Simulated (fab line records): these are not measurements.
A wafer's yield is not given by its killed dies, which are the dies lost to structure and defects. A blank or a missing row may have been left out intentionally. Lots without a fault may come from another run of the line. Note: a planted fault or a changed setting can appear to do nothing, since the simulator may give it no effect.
A struck lot beside a sound one | flow nand harc | 14 out of 1159 route steps
Sound: the wafers L979.4, L979.5, L979.6. Struck: wafer L987.1. (L987.3 of the same lot was not struck and is left out.) The cause comes at the end.
Each step with rows lists, per side, the tool, then ch with its chambers, then its first start. Under that, the readings that differ: sound wafers | struck wafers | difference of the means | sigmas: that difference in standard deviations of wafers without a fault.
alike: readings with means less than 2 such deviations apart, plus words and numbers identical on both sides. not compared: withheld readings, readings lacking a value on some wafer, bounds such as >300 that could conceal the same value, and numbers that have no deviation in the record and whose values overlap.
Wherever a step has rows on one side only, a row that says differs or no value, or a row with sigmas, the two part there. Non-overlapping numbers with no deviation appear without sigmas and do not part them. Lack of a reading on every wafer of one side parts them only where that side has two or more wafers.

NHARC_A_ZERO_WELL_INSPECT_17:
  struck on defect inspect-01, day 8 15:01; sound on defect inspect-02, day 6 22:25
  alike: raw defect count
then, 3 steps without rows for these wafers: NHARC_A_SOURCE_PLATE_PRECLEAN_00 (cleans in HF-LAST, time 60 s); NHARC_A_SOURCE_PLATE_SRD_01; NHARC_A_SOURCE_PLATE_OXIDE_02 (material SiO2, target thk 10 nm, ox time 1362 s).
NHARC_A_SOURCE_PLATE_THK_MEAS_09: measures by ellipsometry.
  struck on film metro-02, day 8 22:01; sound on film metro-01, day 7 05:31
  alike: thk nm
then, 3 steps without rows for these wafers: NHARC_A_SOURCE_PLATE_PVD_04 (deposits WSi2, target thk 50 nm); NHARC_A_SOURCE_PLATE_CVD_03 (deposits poly-Si, target thk 200 nm, time 4000 s); NHARC_A_SOURCE_PLATE_ANNEAL_05 (time 1800 s).
NHARC_A_SOURCE_PLATE_THK_MEAS_06: measures by ellipsometry.
  struck on film metro-01, day 9 11:14; sound on film metro-01, day 7 18:58
  alike: thk nm
NHARC_A_SOURCE_PLATE_INSPECT_08:
  struck on defect inspect-01, day 9 11:18; sound on defect inspect-02, day 7 19:01
  alike: raw defect count
NHARC_A_ONON_D1_DEP_00: target thk 1000 nm.
  sound on pecvd onon-02 ch 0, day 7 19:16; struck on pecvd onon-03 ch 0, day 9 11:22
  alike: nh3 flow sccm
NHARC_A_ONON_D1_THK_MEAS_02: measures by ellipsometry.
  struck on film metro-01, day 9 11:53; sound on film metro-02, day 7 19:36
  reading     | sound          | struck | difference | sigmas
  thk nm (nm) | 1003 1006 1005 | 724    | -281       | -35
after that, 1 step with no rows for these wafers: NHARC_A_ONON_D1_DEP_03 (target thk 1000 nm).
-- record jumps: 12 days between struck wafers' starts before vs after; left off in module A_ONON_D1, resumes in module END, first step shown is number 1159 of the route --
NHARC_END_SORT_01:
  here the record holds rows for the struck wafers (prober-02 ch 0, day 21 09:32) but none for the sound ones

WHERE THEY PART
First at NHARC_A_ONON_D1_THK_MEAS_02; last, within this record, at NHARC_END_SORT_01.

WHY: what had been put in by the simulator
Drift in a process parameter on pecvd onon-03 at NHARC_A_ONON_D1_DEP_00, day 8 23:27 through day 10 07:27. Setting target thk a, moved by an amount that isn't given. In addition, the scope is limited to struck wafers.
